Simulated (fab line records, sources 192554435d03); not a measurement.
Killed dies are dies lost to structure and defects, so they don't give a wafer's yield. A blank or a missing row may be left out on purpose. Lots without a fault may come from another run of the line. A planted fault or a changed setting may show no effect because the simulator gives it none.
Split-lot experiment | flow n5_finfet | 7 lots, 21 wafers read, on a route of 1938 steps

THE SPLIT
At N5_PASSIVATION_SPUTTER_20 (material TaN, target thk 50 nm), the setting target_thk_a was moved away from the recipe's 500 angstrom on 6 of the 21 wafers read, by -11.3% to +8.8%. The other wafers ran this setting at the recipe's value.

The reading is taken at the split's own step.

THE READING
TaN_of_PASSIVATION_SPUTTER_20.thk_nm (the simulator's own value, which no gauge read), in nm, at N5_PASSIVATION_SPUTTER_20 (material TaN, target thk 50 nm). The file gives no usual value for it. The 15 wafers here that ran the recipe average 50.1 nm, standard deviation 0.75 nm.

wafer  | tool, chamber at the split | target_thk_a as run, angstrom | against the recipe | TaN_of_PASSIVATION_SPUTTER_20.thk_nm, nm | against lot-mates on the recipe
L075.1 | pvd_sputter-02, -          | 443.6                         | -11.3%             | 44.4                                     | -5.6
L075.5 | pvd_sputter-02, -          | 500                           | recipe             | 50                                       | -
L075.6 | pvd_sputter-02, -          | 443.6                         | -11.3%             | 44.8                                     | -5.2
L077.3 | pvd_sputter-01, -          | 500                           | recipe             | 49.6                                     | -
L077.5 | pvd_sputter-01, -          | 500                           | recipe             | 49                                       | -
L077.6 | pvd_sputter-01, -          | 500                           | recipe             | 48.8                                     | -
L080.1 | pvd_sputter-03, -          | 500                           | recipe             | 50.4                                     | -
L080.5 | pvd_sputter-03, -          | 500                           | recipe             | 51.4                                     | -
L080.6 | pvd_sputter-03, -          | 500                           | recipe             | 50.8                                     | -
L084.2 | pvd_sputter-03, -          | 500                           | recipe             | 51.4                                     | -
L084.3 | pvd_sputter-03, -          | 482.9                         | -3.4%              | 48.8                                     | -2.6
L084.5 | pvd_sputter-03, -          | 482.9                         | -3.4%              | 49.2                                     | -2.2
L085.1 | pvd_sputter-02, -          | 500                           | recipe             | 49.6                                     | -
L085.2 | pvd_sputter-02, -          | 500                           | recipe             | 49.4                                     | -
L085.6 | pvd_sputter-02, -          | 464                           | -7.2%              | 45.8                                     | -3.7
L089.3 | pvd_sputter-01, -          | 500                           | recipe             | 50.4                                     | -
L089.5 | pvd_sputter-01, -          | 500                           | recipe             | 50.2                                     | -
L089.6 | pvd_sputter-01, -          | 544.2                         | +8.8%              | 54.4                                     | +4.1
L097.1 | pvd_sputter-03, -          | 500                           | recipe             | 50.8                                     | -
L097.2 | pvd_sputter-03, -          | 500                           | recipe             | 50                                       | -
L097.6 | pvd_sputter-03, -          | 500                           | recipe             | 50.2                                     | -

THE FIT
A straight line over all 21 wafers: TaN_of_PASSIVATION_SPUTTER_20.thk_nm changes by +0.495 nm for each +1% of target_thk_a; r = +0.95; the points scatter about the line by 0.72 nm.
The same after taking each lot's own level away (the mean of its wafers on the recipe; 21 wafers): +0.488 nm for each +1%; r = +0.99; scatter 0.36 nm.
On that fit, the largest move of target_thk_a shifts the reading by 5.5 nm.
The lots' own levels span 49.13 to 51.40 nm, that is 3.0 times the standard deviation above.
So the lot-to-lot level changes the slope little: the two slopes agree.
Check: with one of the wafers moved furthest among these (-11.3%) left out of the fit, the line predicts -5.57 nm for it against its lot-mates. It came out at -5.6 nm against them.

OTHER SPLITS ON THESE WAFERS
These wafers also went through other splits before the reading. Each is held against what the fit with the lots' levels taken away leaves over:
other split on the same wafers    | wafers away from the commonest value | r with TaN_of_PASSIVATION_SPUTTER_20.thk_nm (lot level and that fit taken away)
N5_BEOL_M10_EXPOSE_25 dose_mj     | 5                                    | +0.33
N5_BEOL_M11_COAT_59 spin_rpm      | 8                                    | -0.03
N5_BEOL_M11_COAT_60 spin_rpm      | 4                                    | +0.00
N5_BEOL_M11_ETCH_66 time_s        | 6                                    | -0.18
N5_BEOL_M12_DEP_53 time_s         | 7                                    | -0.03
N5_BEOL_M13_CMP_49 down_force_psi | 7                                    | +0.09
N5_BEOL_M14_COAT_04 spin_rpm      | 6                                    | +0.50
N5_MIM_BOT_SPUTTER_00 time_s      | 3                                    | -0.13

THE FILE'S OWN FIT
TaN_of_PASSIVATION_SPUTTER_20.thk_nm changes by +0.491 nm for each +1% of target_thk_a, r = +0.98.
